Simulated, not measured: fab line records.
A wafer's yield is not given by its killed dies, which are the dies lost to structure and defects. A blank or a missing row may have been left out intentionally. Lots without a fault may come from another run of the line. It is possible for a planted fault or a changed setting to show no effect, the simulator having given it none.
fab line records | flow n5Finfet
[record] lots = 7 wafers = 39
route steps=1938 shown ZERO_LAYER@11 FIN_SAQP@138 HKMG_FIN@413 GATE_CUT@467 MOL_CONTACT_COAG@624 BEOL_M1@818 BEOL_M3@980 BEOL_M5@1160 BEOL_M9@1461 BEOL_M12@1602 BEOL_M13@1687 BEOL_M15@1809 PASSIVATION@1928
startH: hours from the record's opening day to when the first of the lot's shown wafers began | waitH: hours since the lot's step before | " identical to the entry in the row above | L1.1+2: several wafers, shown together as one row | - no value, or no start given | * or withheld: withheld | < > ~ a bound
route shown NAME@n: a module of which the file shows steps, and the number in the route of the first | usual: mean and standard deviation over wafers with no fault | same: alike in all rows | chamber/n: place in a boat | sites: each site's reading | _std_site: the standard deviation of these | _edge_site: mean of outer sites minus mean of inner sites | radiusMm: how far each site lies from the wafer's centre | mask NAME#n: copy n | behind: the most recent tool/chamber to have shaped the wafer | hold: reason for holding the lot/hours on hold/outcome of the hold | device: names the non-switching transistor (n, p or np) | end of line: at the end of the route, the tests of the same wafers | where a step has no rows: the recipe by itself | killed: not the wafer's yield, but the dies lost to structure and defects at the first sort | map: a wafer's dies, x killed, . not, _ none there
set.NAME: setting as actually run; set.NAME@STEP: the setting as run at that earlier step | model.NAME: the simulator's own value behind a step, which no gauge read
lots whose settings were changed on purpose; a table a step, a row a wafer
[[steps]]
[step N5_ZERO_LAYER_DEVELOP_10]
[recipe] developTimeS = 60 rinseLiquid = diw dry = airSpin devTempC = 21
[step N5_FIN_SAQP_SPACER2_ALD_28]
[recipe] material = SiO2 targetThkA = 81 tempC = 300 aldPrecursorFamily = BDEAS aldCoReactant = O2-plasma pulseTimeS = 1 purgeTimeS = 2 coReactantPurgeTimeS = 2 pressureTorr = 2
[step N5_HKMG_FIN_CVD_62]
[recipe] material = a-Si targetThkA = 30 tempC = 500 precursor = Si2H6 pressureTorr = 1 timeS = 20.8
[step N5_GATE_CUT_ETCHBACK_30]
[recipe] chemistry = Cl2/Ar target = TiN targetDepthA = 30 mode = isotropic pressureMtorr = 10 icpW = 600 biasW = 60 Cl2_flow_sccm = 40 Ar_flow_sccm = 60
[step N5_MOL_CONTACT_COAG_CVD_140]
[recipe] material = W targetThkA = 665 mode = selectiveFill tempC = 300 timeS = 215
[step N5_BEOL_M1_SPUTTER_81]
[recipe] material = Cu targetThkA = 45 tempC = -20 chamberPressurePa = 0.07 powerW = withheld timeS = 8.29
[step N5_BEOL_M3_TRENCH_ETCH_37]
[recipe] chemistry = C4F6/O2 targetDepthA = 555.55 target = SiOC timeS = 29.2 ionEnergyEv = 250 pressureMtorr = 30 sourceW = 355 biasW = 185 Ar_flow_sccm = 300 C4F6_flow_sccm = 10 O2_flow_sccm = 10
[step N5_BEOL_M5_TRENCH_ETCH_37]
[recipe] chemistry = C4F6/O2 targetDepthA = 716.52 target = SiCOH_lowk timeS = 24.7 ionEnergyEv = 250 pressureMtorr = 30 sourceW = 345 biasW = 185 Ar_flow_sccm = 300 C4F6_flow_sccm = 10 O2_flow_sccm = 10
[step N5_BEOL_M9_SPUTTER_48]
[recipe] material = Cu targetThkA = 120 tempC = -20 biasV = 60 powerW = 26000 chamberPressurePa = 0.13 timeS = 2
[step N5_BEOL_M12_ILD_DEP_00]
[recipe] material = SiOC targetThkA = 6589.2 tempC = 350 precursor = DEMS/O2 pressureTorr = 5 rfW = 500 timeS = 130.7
[step N5_BEOL_M13_DEVELOP_27]
[recipe] developTimeS = 45 rinseLiquid = diw dry = airSpin devTempC = 21
[step N5_BEOL_M15_TRENCH_ETCH_34]
[recipe] chemistry = C4F8/O2/Ar target = SiO2 targetDepthA = 8729.3 heInnerTorr = 15 heOuterTorr = 30 timeS = 199 ionEnergyEv = 800 pressureMtorr = 20 sourceW = 1905 biasW = 2040 Ar_flow_sccm = 400 C4F8_flow_sccm = 16 O2_flow_sccm = 12
[step N5_PASSIVATION_DESCUM_46]
[recipe] chemistry = O2 timeS = 7.9 sourcePowerW = 50 biasPowerW = 20 pressureMtorr = 20 rfFrequencyHz = 2.712e+07 tempC = 40 o2FlowSccm = 225
[step N5_PASSIVATION_PROBE_49]
[usual] sort_bin_8_speed = 0.1/0.53
// columns lot.wafer tool chamber startH waitH set.developTimeS@ZERO_LAYER_DEVELOP_10 set.targetThkA@FIN_SAQP_SPACER2_ALD_28 set.timeS@HKMG_FIN_CVD_62 set.targetDepthA@GATE_CUT_ETCHBACK_30 set.targetThkA@MOL_CONTACT_COAG_CVD_140 set.targetThkA@BEOL_M1_SPUTTER_81 set.timeS@BEOL_M3_TRENCH_ETCH_37 set.targetDepthA@BEOL_M5_TRENCH_ETCH_37 set.targetThkA@BEOL_M9_SPUTTER_48 set.timeS@BEOL_M12_ILD_DEP_00 set.developTimeS@BEOL_M13_DEVELOP_27 set.timeS@BEOL_M15_TRENCH_ETCH_34 set.timeS@PASSIVATION_DESCUM_46 sort_bin_8_speed[%]
L079.1 prober-01 - 313.94 0.0 60 81 20.8 34.61 665 29.22 29.2 716.52 120 130.7 20.85 199 7.9 0
L079.2 prober-01 - 313.99 0.1 70.7 81 31.04 30 665 45 29.2 716.52 120 130.7 45 313.9 7.9 0
L079.3 prober-01 - 314.04 0.1 70.7 53.08 20.8 34.61 665 29.22 29.2 1012 158.3 130.7 20.85 313.9 7.9 89.2
L079.4 prober-01 - 314.09 0.2 70.7 81 31.04 34.61 665 45 29.2 1012 120 130.7 20.85 199 7.9 0
L079.5 prober-01 - 314.14 0.2 60 53.08 31.04 30 665 29.22 29.2 716.52 158.3 130.7 45 313.9 7.9 91.9
L079.6 prober-01 - 314.19 0.3 60 53.08 20.8 30 665 45 29.2 1012 158.3 130.7 45 199 7.9 90.8
L080.1 prober-02 - 319.56 0.2 60 81 20.8 30 665 45 29.2 938.8 65.58 130.7 45 265.3 7.9 0
L080.2 prober-02 - 319.61 0.2 60 103.1 20.8 30 665 45 29.2 938.8 120 197.8 45 265.3 10.81 0
L080.3 prober-02 - 319.66 0.3 60 103.1 20.8 24.12 665 45 29.2 938.8 65.58 197.8 66.62 199 10.81 0
L080.4 prober-02 - 319.71 0.3 60 103.1 20.8 24.12 665 45 29.2 716.52 120 130.7 66.62 199 10.81 0
L080.5 prober-02 - 319.76 0.4 60 81 20.8 30 665 45 29.2 716.52 120 130.7 66.62 265.3 7.9 0
L080.6 prober-02 - 319.81 0.4 60 81 20.8 24.12 665 45 29.2 716.52 65.58 197.8 45 199 7.9 0
L087.1 prober-02 - 376.91 0.0 94.47 39.3 20.8 30 665 45 42.64 716.52 94.66 130.7 45 199 7.9 91.3
L087.2 prober-02 - 376.96 0.1 94.47 81 20.8 30 665 45 29.2 536.7 94.66 67.35 69.46 199 7.9 0.2
L087.3 prober-02 - 377.01 0.1 60 39.3 20.8 30 899.5 45 29.2 536.7 120 130.7 69.46 199 7.9 90.4
L087.4 prober-02 - 377.06 0.2 60 39.3 20.8 30 899.5 45 42.64 536.7 94.66 67.35 45 104.7 7.9 85.8
L087.5 prober-02 - 377.11 0.2 60 81 20.8 30 665 45 42.64 716.52 120 67.35 45 104.7 7.9 5.4
L087.6 prober-02 - 377.16 0.3 94.47 81 20.8 30 899.5 45 29.2 716.52 120 130.7 69.46 104.7 7.9 6.9
L089.1 prober-02 - 398.95 0.0 60 81 12.58 21.67 665 21.51 23.01 716.52 120 130.7 24.64 199 10.3 0
L089.2 prober-02 - 399.00 0.1 78.6 34.61 20.8 30 532 21.51 29.2 716.52 85.8 130.7 24.64 199 7.9 87.5
L089.3 prober-02 - 399.05 0.1 60 34.61 20.8 30 665 45 23.01 716.52 85.8 130.7 24.64 280.7 7.9 90.1
L089.4 prober-02 - 399.10 0.2 78.6 81 12.58 30 665 45 29.2 716.52 85.8 130.7 45 199 10.3 0
L089.5 prober-02 - 399.15 0.2 60 81 20.8 21.67 532 21.51 29.2 716.52 120 130.7 45 280.7 10.3 0
L089.6 prober-02 - 399.20 0.3 78.6 34.61 12.58 21.67 532 45 23.01 716.52 120 130.7 45 280.7 7.9 90.2
L094.2 prober-02 - 425.68 0.1 60 81 20.8 30 665 45 29.2 716.52 120 130.7 45 199 7.9 0
L094.3 prober-02 - 425.73 0.1 60 81 20.8 30 665 45 29.2 716.52 120 130.7 45 199 7.9 0
L094.4 prober-02 - 425.78 0.2 60 81 20.8 30 665 45 29.2 716.52 120 130.7 45 199 7.9 0
L096.1 prober-01 - 430.47 0.0 60 81 20.8 30 944.1 58.18 29.2 465.6 120 130.7 45 199 9.515 5.6
L096.2 prober-01 - 430.52 0.1 60 39.2 20.8 30 944.1 58.18 38.51 716.52 188.1 130.7 45 114 9.515 90.8
L096.3 prober-01 - 430.57 0.1 60 39.2 20.8 30 665 45 29.2 716.52 120 130.7 18.41 114 7.9 90.7
L096.4 prober-01 - 430.62 0.2 60 81 20.8 30 944.1 45 38.51 465.6 120 130.7 45 199 7.9 1.2
L096.5 prober-01 - 430.67 0.2 60 39.2 20.8 30 665 45 29.2 465.6 188.1 130.7 18.41 114 7.9 89.9
L096.6 prober-01 - 430.72 0.3 60 81 20.8 30 665 58.18 38.51 716.52 188.1 130.7 18.41 199 9.515 0
L097.1 prober-02 - 442.73 0.6 60 126.6 9.756 30 665 45 29.2 716.52 120 198.9 26.79 199 7.9 0
L097.2 prober-02 - 442.78 0.6 60 126.6 20.8 30 857.5 34.1 18.39 716.52 120 198.9 45 199 7.9 0
L097.3 prober-02 - 442.83 0.7 60 81 20.8 37.08 665 34.1 29.2 478.1 141 130.7 45 199 7.9 1.2
L097.4 prober-02 - 442.88 0.7 60 126.6 9.756 37.08 857.5 45 29.2 716.52 141 130.7 26.79 272.7 7.9 0
L097.5 prober-02 - 442.93 0.8 60 81 20.8 30 665 45 18.39 478.1 141 198.9 26.79 272.7 7.9 1.8
L097.6 prober-02 - 442.98 0.8 60 81 9.756 37.08 857.5 34.1 18.39 478.1 120 130.7 45 272.7 7.9 2.4
// killed by level:class
L079.1 BEOL_M0_SAQP:geometricParticle:short=14 BEOL_M2:geometricParticle:open=14 BEOL_M3:geometricParticle:open=13 BEOL_M0_SAQP:geometricParticle:open=10 FIN_SAQP:geometricParticle:short=6 FIN_SAQP:geometricParticle:open=6 DUMMY_GATE:geometricParticle:open=6 MOL_CONTACT_COAG:geometricParticle:open=6
L079.2 STI_FIN_REVEAL:geometricParticle:open=9 BEOL_M3:geometricParticle:open=9 BEOL_M4:geometricParticle:open=8 MOL_CONTACT_COAG:geometricParticle:open=7 BEOL_M0_SAQP:geometricParticle:open=7 BEOL_M2:geometricParticle:open=7 MOL_CONTACT_COAG:geometricParticle:short=6 FIN_SAQP:geometricParticle:open=5
L079.3 BEOL_M4:geometricParticle:open=10 FIN_SAQP:geometricParticle:open=9 BEOL_M0_SAQP:geometricParticle:short=8 MOL_CONTACT_COAG:geometricParticle:open=8 FIN_SAQP:geometricParticle:short=7 BEOL_M1:geometricParticle:open=7 GATE_CUT:geometricParticle:short=6 BEOL_M2:geometricParticle:open=6
L079.4 BEOL_M3:geometricParticle:open=12 BEOL_M0_SAQP:geometricParticle:open=9 MOL_CONTACT_COAG:geometricParticle:open=8 GATE_CUT:geometricParticle:short=7 BEOL_M1:geometricParticle:open=6 FIN_SAQP:geometricParticle:open=5 FIN_SAQP:geometricParticle:short=4 BEOL_M1:geometricParticle:short=4
L079.5 MOL_CONTACT_COAG:geometricParticle:open=13 BEOL_M2:geometricParticle:open=11 BEOL_M3:geometricParticle:open=7 BEOL_M4:geometricParticle:open=6 BEOL_M1:geometricParticle:open=5 STI_FIN_REVEAL:geometricParticle:open=4 BEOL_M0_SAQP:geometricParticle:short=4 MOL_CONTACT_COAG:geometricParticle:short=4
L079.6 BEOL_M0_SAQP:geometricParticle:short=16 BEOL_M4:geometricParticle:open=10 FIN_SAQP:geometricParticle:short=8 BEOL_M0_SAQP:geometricParticle:open=8 BEOL_M2:geometricParticle:open=7 STI_FIN_REVEAL:geometricParticle:open=6 BEOL_M3:geometricParticle:open=6 FIN_SAQP:geometricParticle:open=5
L080.1 BEOL_M9:interfaceVoidOpened=69 FIN_SAQP:geometricParticle:short=13 BEOL_M1:geometricParticle:open=12 FIN_SAQP:geometricParticle:open=10 STI_FIN_REVEAL:geometricParticle:open=9 MOL_CONTACT_COAG:geometricParticle:open=8 BEOL_M2:geometricParticle:open=8 BEOL_M3:geometricParticle:open=6
L080.2 FIN_SAQP:geometricParticle:short=16 FIN_SAQP:geometricParticle:open=12 MOL_CONTACT_COAG:geometricParticle:open=8 BEOL_M4:geometricParticle:open=8 MOL_CONTACT_COAG:geometricParticle:short=5 BEOL_M1:geometricParticle:open=5 HKMG_FIN:areaEtch=5 STARTING-WAFER:geometricParticle:open=4
L080.3 BEOL_M9:interfaceVoidOpened=73 MOL_CONTACT_COAG:geometricParticle:open=12 BEOL_M1:geometricParticle:open=10 FIN_SAQP:geometricParticle:open=10 BEOL_M2:geometricParticle:open=9 STI_FIN_REVEAL:geometricParticle:open=8 BEOL_M3:geometricParticle:open=8 BEOL_M4:geometricParticle:open=7
L080.4 BEOL_M1:geometricParticle:open=11 FIN_SAQP:geometricParticle:short=9 MOL_CONTACT_COAG:geometricParticle:open=9 FIN_SAQP:geometricParticle:open=6 BEOL_M5:geometricParticle:open=6 BEOL_M0_SAQP:geometricParticle:short=5 DUMMY_GATE:geometricParticle:open=4 GATE_CUT:geometricParticle:open=4
L080.5 BEOL_M0_SAQP:geometricParticle:open=11 FIN_SAQP:geometricParticle:short=9 MOL_CONTACT_COAG:geometricParticle:open=9 BEOL_M0_SAQP:geometricParticle:short=7 BEOL_M1:geometricParticle:open=7 BEOL_M3:geometricParticle:open=7 FIN_SAQP:geometricParticle:open=5 BEOL_M4:geometricParticle:open=5
L080.6 BEOL_M9:interfaceVoidOpened=93 BEOL_M0_SAQP:geometricParticle:short=10 BEOL_M0_SAQP:geometricParticle:open=8 BEOL_M1:geometricParticle:open=7 HKMG_FIN:areaEtch=7 FIN_SAQP:geometricParticle:open=6 STI_FIN_REVEAL:geometricParticle:open=6 MOL_CONTACT_COAG:geometricParticle:open=6
L087.1 STI_FIN_REVEAL:geometricParticle:open=12 BEOL_M1:geometricParticle:open=7 BEOL_M4:geometricParticle:open=6 FIN_SAQP:geometricParticle:short=5 MOL_CONTACT_COAG:geometricParticle:open=5 PASS1_CAP:geometricParticle:open=5 STARTING-WAFER:geometricParticle:short=5 STI_FIN_REVEAL:geometricParticle:short=4
L087.2 BEOL_M4:geometricParticle:open=16 STI_FIN_REVEAL:geometricParticle:open=13 MOL_CONTACT_COAG:geometricParticle:open=10 BEOL_M9:interfaceVoidOpened=9 BEOL_M1:geometricParticle:open=9 BEOL_M0_SAQP:geometricParticle:open=8 DUMMY_GATE:geometricParticle:open=7 BEOL_M12:areaDep=7
L087.3 BEOL_M4:geometricParticle:open=15 STI_FIN_REVEAL:geometricParticle:open=14 BEOL_M1:geometricParticle:open=12 MOL_CONTACT_COAG:geometricParticle:open=7 BEOL_M4:geometricParticle:short=7 BEOL_M3:geometricParticle:open=7 DUMMY_GATE:geometricParticle:open=5 FIN_SAQP:geometricParticle:short=4
L087.4 BEOL_M15:areaEcd=62 BEOL_M4:geometricParticle:open=26 BEOL_M3:geometricParticle:open=19 STI_FIN_REVEAL:geometricParticle:open=15 BEOL_M12:areaDep=14 MOL_CONTACT_COAG:geometricParticle:open=13 FIN_SAQP:geometricParticle:open=6 DUMMY_GATE:geometricParticle:open=6
L087.5 BEOL_M15:areaEcd=64 MOL_CONTACT_COAG:geometricParticle:open=13 BEOL_M12:areaDep=11 MOL_CONTACT_COAG:geometricParticle:short=10 STI_FIN_REVEAL:geometricParticle:open=9 FIN_SAQP:geometricParticle:open=6 BEOL_M3:geometricParticle:open=6 DUMMY_GATE:geometricParticle:open=5
L087.6 BEOL_M15:areaEcd=82 MOL_CONTACT_COAG:geometricParticle:open=14 BEOL_M4:geometricParticle:open=12 STI_FIN_REVEAL:geometricParticle:open=8 BEOL_M2:geometricParticle:open=8 BEOL_M1:geometricParticle:open=5 BEOL_M3:geometricParticle:open=5 MOL_CONTACT_COAG:geometricParticle:short=4
L089.1 FIN_SAQP:geometricParticle:open=20 MOL_CONTACT_COAG:geometricParticle:open=12 BEOL_M0_SAQP:geometricParticle:open=12 BEOL_M2:geometricParticle:open=11 BEOL_M0_SAQP:geometricParticle:short=10 FIN_SAQP:geometricParticle:short=9 BEOL_M4:geometricParticle:open=8 DUMMY_GATE:geometricParticle:open=5
L089.2 BEOL_M9:interfaceVoidOpened=23 FIN_SAQP:geometricParticle:open=18 BEOL_M3:geometricParticle:open=12 BEOL_M0_SAQP:geometricParticle:open=11 FIN_SAQP:geometricParticle:short=9 BEOL_M2:geometricParticle:open=9 HKMG_FIN:areaEtch=8 MOL_CONTACT_COAG:geometricParticle:open=7
L089.3 FIN_SAQP:geometricParticle:short=13 FIN_SAQP:geometricParticle:open=13 BEOL_M2:geometricParticle:open=11 BEOL_M9:interfaceVoidOpened=9 BEOL_M0_SAQP:geometricParticle:open=8 BEOL_M0_SAQP:geometricParticle:short=8 STARTING-WAFER:geometricParticle:short=5 GATE_CUT:geometricParticle:short=4
L089.4 FIN_SAQP:geometricParticle:open=14 MOL_CONTACT_COAG:geometricParticle:open=13 BEOL_M0_SAQP:geometricParticle:short=13 BEOL_M2:geometricParticle:open=11 FIN_SAQP:geometricParticle:short=10 BEOL_M9:interfaceVoidOpened=10 BEOL_M0_SAQP:geometricParticle:open=7 BEOL_M3:geometricParticle:open=5
L089.5 BEOL_M2:geometricParticle:open=15 FIN_SAQP:geometricParticle:open=13 BEOL_M0_SAQP:geometricParticle:open=12 BEOL_M0_SAQP:geometricParticle:short=8 BEOL_M3:geometricParticle:open=8 FIN_SAQP:geometricParticle:short=7 BEOL_M4:geometricParticle:open=7 DUMMY_GATE:geometricParticle:open=6
L089.6 BEOL_M2:geometricParticle:open=16 BEOL_M0_SAQP:geometricParticle:short=14 BEOL_M0_SAQP:geometricParticle:open=13 FIN_SAQP:geometricParticle:open=11 MOL_CONTACT_COAG:geometricParticle:open=10 FIN_SAQP:geometricParticle:short=8 BEOL_M3:geometricParticle:open=8 STI_FIN_REVEAL:geometricParticle:open=4
L094.2 MOL_CONTACT_COAG:geometricParticle:open=14 FIN_SAQP:geometricParticle:open=8 DUMMY_GATE:geometricParticle:open=7 GATE_CUT:geometricParticle:open=5 BEOL_M2:geometricParticle:open=5 BEOL_M3:geometricParticle:open=5 FIN_SAQP:geometricParticle:short=4 DUMMY_GATE:geometricParticle:short=4
L094.3 FIN_SAQP:geometricParticle:open=13 BEOL_M0_SAQP:geometricParticle:open=11 MOL_CONTACT_COAG:geometricParticle:open=10 BEOL_M3:geometricParticle:open=9 BEOL_M0_SAQP:geometricParticle:short=8 BEOL_M4:geometricParticle:open=6 STI_FIN_REVEAL:geometricParticle:open=5 GATE_CUT:geometricParticle:short=5
L094.4 MOL_CONTACT_COAG:geometricParticle:open=14 BEOL_M1:geometricParticle:open=7 MOL_CONTACT_COAG:geometricParticle:short=6 BEOL_M2:geometricParticle:open=6 BEOL_M8:geometricParticle:open=6 BEOL_M0_SAQP:geometricParticle:short=5 GATE_CUT:geometricParticle:short=5 BEOL_M0_SAQP:geometricParticle:open=5
L096.1 BEOL_M5:areaEcd=66 MOL_CONTACT_COAG:geometricParticle:open=12 FIN_SAQP:geometricParticle:open=9 BEOL_M0_SAQP:geometricParticle:open=9 BEOL_M4:geometricParticle:open=6 BEOL_M2:geometricParticle:short=6 BEOL_M2:geometricParticle:open=6 PASS1_CAP:geometricParticle:short=6
L096.2 BEOL_M15:areaEcd=31 FIN_SAQP:geometricParticle:open=10 BEOL_M4:geometricParticle:open=9 FIN_SAQP:geometricParticle:short=8 MOL_CONTACT_COAG:geometricParticle:open=6 HKMG_FIN:areaEtch=6 STI_FIN_REVEAL:geometricParticle:open=5 BEOL_M1:geometricParticle:short=5
L096.3 BEOL_M15:areaEcd=48 STI_FIN_REVEAL:geometricParticle:open=12 MOL_CONTACT_COAG:geometricParticle:open=9 FIN_SAQP:geometricParticle:open=7 BEOL_M1:geometricParticle:open=7 BEOL_M2:geometricParticle:open=6 BEOL_M3:geometricParticle:short=6 FIN_SAQP:geometricParticle:short=5
L096.4 BEOL_M5:areaEcd=14 BEOL_M3:geometricParticle:open=11 FIN_SAQP:geometricParticle:open=8 MOL_CONTACT_COAG:geometricParticle:open=7 BEOL_M0_SAQP:geometricParticle:short=6 BEOL_M4:geometricParticle:open=6 FIN_SAQP:geometricParticle:short=4 BEOL_M0_SAQP:geometricParticle:open=4
L096.5 BEOL_M5:areaEcd=84 BEOL_M15:areaEcd=21 FIN_SAQP:geometricParticle:short=10 BEOL_M3:geometricParticle:open=9 STI_FIN_REVEAL:geometricParticle:open=8 BEOL_M4:geometricParticle:open=8 HKMG_FIN:areaEtch=8 BEOL_M2:geometricParticle:short=6
L096.6 FIN_SAQP:geometricParticle:short=13 BEOL_M4:geometricParticle:open=12 MOL_CONTACT_COAG:geometricParticle:open=10 BEOL_M3:geometricParticle:open=9 BEOL_M2:geometricParticle:open=7 BEOL_M0_SAQP:geometricParticle:short=6 FIN_SAQP:geometricParticle:open=5 STARTING-WAFER:geometricParticle:open=5
L097.1 FIN_SAQP:geometricParticle:open=22 MOL_CONTACT_COAG:geometricParticle:open=15 FIN_SAQP:geometricParticle:short=14 BEOL_M0_SAQP:geometricParticle:short=8 BEOL_M1:geometricParticle:short=8 MOL_CONTACT_COAG:geometricParticle:short=6 STI_FIN_REVEAL:geometricParticle:open=5 BEOL_M1:geometricParticle:open=5
L097.2 FIN_SAQP:geometricParticle:open=18 FIN_SAQP:geometricParticle:short=14 MOL_CONTACT_COAG:geometricParticle:open=11 STI_FIN_REVEAL:geometricParticle:open=8 BEOL_M0_SAQP:geometricParticle:open=8 HKMG_FIN:areaEtch=8 BEOL_M1:geometricParticle:open=7 BEOL_M3:geometricParticle:open=7
L097.3 FIN_SAQP:geometricParticle:open=23 BEOL_M5:areaEcd=14 FIN_SAQP:geometricParticle:short=10 STI_FIN_REVEAL:geometricParticle:open=10 HKMG_FIN:areaEtch=10 MOL_CONTACT_COAG:geometricParticle:open=8 BEOL_M3:geometricParticle:open=7 DUMMY_GATE:geometricParticle:open=5
L097.4 STI_FIN_REVEAL:geometricParticle:open=12 BEOL_M0_SAQP:geometricParticle:short=12 FIN_SAQP:geometricParticle:short=9 FIN_SAQP:geometricParticle:open=9 BEOL_M1:geometricParticle:open=8 DUMMY_GATE:geometricParticle:open=6 MOL_CONTACT_COAG:geometricParticle:open=6 BEOL_M2:geometricParticle:open=5
L097.5 BEOL_M5:areaEcd=21 FIN_SAQP:geometricParticle:open=18 MOL_CONTACT_COAG:geometricParticle:open=15 BEOL_M0_SAQP:geometricParticle:open=9 BEOL_M0_SAQP:geometricParticle:short=9 STI_FIN_REVEAL:geometricParticle:open=7 DUMMY_GATE:geometricParticle:open=6 FIN_SAQP:geometricParticle:short=5
L097.6 BEOL_M5:areaEcd=28 FIN_SAQP:geometricParticle:open=14 BEOL_M1:geometricParticle:open=13 MOL_CONTACT_COAG:geometricParticle:open=13 DUMMY_GATE:geometricParticle:open=9 FIN_SAQP:geometricParticle:short=8 BEOL_M0_SAQP:geometricParticle:short=8 HKMG_FIN:areaEtch=8
[[key]]
[split] step = N5_ZERO_LAYER_DEVELOP_10 setting = developTimeS statedAs = 60
response none clear
[split] step = N5_FIN_SAQP_SPACER2_ALD_28 setting = targetThkA statedAs = 81
[response] step = N5_PASSIVATION_PROBE_49 reading = sort_bin_8_speed slope = -1.37 per = 1% togetherWith = all explained = 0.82
[split] step = N5_HKMG_FIN_CVD_62 setting = timeS statedAs = 20.8
response none clear
[split] step = N5_GATE_CUT_ETCHBACK_30 setting = targetDepthA statedAs = 30
response none clear
[split] step = N5_MOL_CONTACT_COAG_CVD_140 setting = targetThkA statedAs = 665
response none clear
[split] step = N5_BEOL_M1_SPUTTER_81 setting = targetThkA statedAs = 45
response none clear
[split] step = N5_BEOL_M3_TRENCH_ETCH_37 setting = timeS statedAs = 29.2
response none clear
[split] step = N5_BEOL_M5_TRENCH_ETCH_37 setting = targetDepthA statedAs = 716.52
response none clear
[split] step = N5_BEOL_M9_SPUTTER_48 setting = targetThkA statedAs = 120
response none clear
[split] step = N5_BEOL_M12_ILD_DEP_00 setting = timeS statedAs = 130.7
response none clear
[split] step = N5_BEOL_M13_DEVELOP_27 setting = developTimeS statedAs = 45
response none clear
[split] step = N5_BEOL_M15_TRENCH_ETCH_34 setting = timeS statedAs = 199
response none clear
[split] step = N5_PASSIVATION_DESCUM_46 setting = timeS statedAs = 7.9
response none clear
